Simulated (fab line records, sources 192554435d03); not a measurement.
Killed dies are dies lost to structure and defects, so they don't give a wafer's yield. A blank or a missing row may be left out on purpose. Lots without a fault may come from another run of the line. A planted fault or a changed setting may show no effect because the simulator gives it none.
Chamber matching | flow n5_finfet | N5_BEOL_M11_ETCH_66 on rie_diel-06: 4 sister chambers
The step etches SOC in N2/H2, target depth 120 nm, overetch 24 nm, time 180 s. 4 wafers are shown with their chamber, then 7 later ones without.

WAFERS WITH THEIR CHAMBER
wafer  | chamber | showerhead_plenum_p_Torr (Torr)
L082.3 | 2       | 2.72
L084.5 | 1       | 2.63
L087.3 | 0       | 2.69
L087.5 | 3       | 2.47

WAFERS WITHOUT THEIR CHAMBER
wafer  | showerhead_plenum_p_Torr (Torr)
L087.6 | 2.72
L088.3 | 2.69
L088.5 | 2.63
L088.6 | 2.69
L097.2 | 2.71
L097.4 | 2.62
L097.6 | 2.69

WHICH CHAMBER EACH WENT THROUGH
wafer  | from the rows above     | in truth
L087.6 | 2                       | 2
L088.3 | 0                       | 0
L088.5 | 1                       | 1
L088.6 | 0                       | 0
L097.2 | can't be placed: 2 or 0 | 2
L097.4 | 1                       | 1
L097.6 | 0                       | 0
Placed correctly: 6 of 7. Can't be placed from these rows: 1 (the true chamber is among the candidates in 1). Placed wrongly: 0.
How it was worked out, from the rows above alone: a wafer's distance from a chamber is the root of the sum, over the readings, of the square of ((its reading less the chamber's mean) divided by the reading's scatter). The wafer belongs to the nearest chamber; if the next one is less than 2 further off, it can't be placed. A chamber's mean is the mean of its shown wafers. The scatter: with one shown wafer a chamber, the root of the mean of the squares of how far each hidden wafer lies from its nearest shown one.
